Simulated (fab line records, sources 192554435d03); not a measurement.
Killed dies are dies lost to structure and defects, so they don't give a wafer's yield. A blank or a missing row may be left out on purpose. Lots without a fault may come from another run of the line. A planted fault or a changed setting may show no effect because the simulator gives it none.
Split-lot experiment | flow n5_finfet | 7 lots, 21 wafers read, on a route of 1938 steps

THE SPLIT
At N5_DUMMY_GATE_COAT_34 (time 60 s, resist thk 60 nm), the setting spin_rpm was moved away from the recipe's 1500 rpm on 4 of the 21 wafers read, by -6.3% to +9.1%. The other wafers ran this setting at the recipe's value.

FROM THE SPLIT TO THE READING: what the file shows between them, 4 steps
- N5_DUMMY_GATE_COAT_35: time 60 s, resist thk 10 nm
- N5_DUMMY_GATE_COAT_28: time 60 s, resist thk 10 nm
- N5_DUMMY_GATE_ETCH_29: etches underlayer in N2/H2, target depth 13 nm
- N5_DUMMY_GATE_ETCH_36: etches SiARC in CF4, target depth 13 nm

THE READING
etch.depth_nm (the simulator's own value, which no gauge read), in nm, at N5_DUMMY_GATE_ETCH_37 (etches SOC in N2/H2, target depth 60 nm, overetch 30 nm). The file gives no usual value for it. The 17 wafers here that ran the recipe average 60.07 nm, standard deviation 0.21 nm.

wafer  | tool, chamber at the split | spin_rpm as run, rpm | against the recipe | etch.depth_nm, nm | against lot-mates on the recipe
L074.1 | litho_track-05, 0          | 1406                 | -6.3%              | 62.22             | +1.80
L074.4 | litho_track-05, 0          | 1500                 | recipe             | 60.42             | -
L074.5 | litho_track-05, 0          | 1406                 | -6.3%              | 62.26             | +1.84
L080.2 | litho_track-03, 0          | 1637                 | +9.1%              | 57.52             | -2.50
L080.3 | litho_track-03, 0          | 1637                 | +9.1%              | 57.45             | -2.57
L080.6 | litho_track-03, 0          | 1500                 | recipe             | 60.02             | -
L088.1 | litho_track-03, 0          | 1500                 | recipe             | 60.12             | -
L088.3 | litho_track-03, 0          | 1500                 | recipe             | 60.09             | -
L088.4 | litho_track-03, 0          | 1500                 | recipe             | 60.11             | -
L089.2 | litho_track-04, 0          | 1500                 | recipe             | 60.25             | -
L089.4 | litho_track-04, 0          | 1500                 | recipe             | 60.33             | -
L089.5 | litho_track-04, 0          | 1500                 | recipe             | 60.37             | -
L090.1 | litho_track-03, 0          | 1500                 | recipe             | 60.05             | -
L090.4 | litho_track-03, 0          | 1500                 | recipe             | 59.95             | -
L090.6 | litho_track-03, 0          | 1500                 | recipe             | 60.08             | -
L091.1 | litho_track-03, 0          | 1500                 | recipe             | 59.76             | -
L091.2 | litho_track-03, 0          | 1500                 | recipe             | 59.7              | -
L091.4 | litho_track-03, 0          | 1500                 | recipe             | 59.7              | -
L095.2 | litho_track-04, 0          | 1500                 | recipe             | 60.14             | -
L095.4 | litho_track-04, 0          | 1500                 | recipe             | 60.04             | -
L095.5 | litho_track-04, 0          | 1500                 | recipe             | 60                | -

THE FIT
A straight line over all 21 wafers: etch.depth_nm changes by -0.304 nm for each +1% of spin_rpm; r = -0.98; the points scatter about the line by 0.22 nm.
The same after taking each lot's own level away (the mean of its wafers on the recipe; 21 wafers): -0.282 nm for each +1%; r = -1.00; scatter 0.046 nm.
On that fit, the largest move of spin_rpm shifts the reading by 2.6 nm.
The lots' own levels span 59.720 to 60.420 nm, that is 3.4 times the standard deviation above.
So the lot-to-lot level changes the slope little: the two slopes agree.
Check: with one of the wafers moved furthest among these (+9.1%) left out of the fit, the line predicts -2.6 nm for it against its lot-mates. It came out at -2.5 nm against them.

OTHER SPLITS ON THESE WAFERS
These wafers also went through other splits before the reading. Each is held against what the fit with the lots' levels taken away leaves over:
other split on the same wafers                    | wafers away from the commonest value | r with etch.depth_nm (lot level and that fit taken away)
N5_ZERO_LAYER_PECVD_02 time_s                     | 9                                    | -0.08
N5_PMOS_HMC_CHANNEL_EPI_PEB_07 peb_time_s         | 8                                    | +0.04
N5_PMOS_HMC_CHANNEL_EPI_DEVELOP_08 develop_time_s | 11                                   | -0.24

THE WHOLE CHAIN: every reading that the file lists as answering this split, in the file's order
step                  | what it does                                            | reading                                                                           | change (the file's fit)               | r (the file's)
N5_DUMMY_GATE_COAT_34 | time 60 s, resist thk 60 nm                             | SOC_of_DUMMY_GATE_COAT_34.thk_nm (the simulator's own value, which no gauge read) | -0.278 nm for each +1% of the setting | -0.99
N5_DUMMY_GATE_ETCH_37 | etches SOC in N2/H2, target depth 60 nm, overetch 30 nm | etch.depth_nm (the simulator's own value, which no gauge read)                    | -0.282 nm for each +1% of the setting | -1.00

THE FILE'S OWN FIT
etch.depth_nm changes by -0.282 nm for each +1% of spin_rpm, r = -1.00.
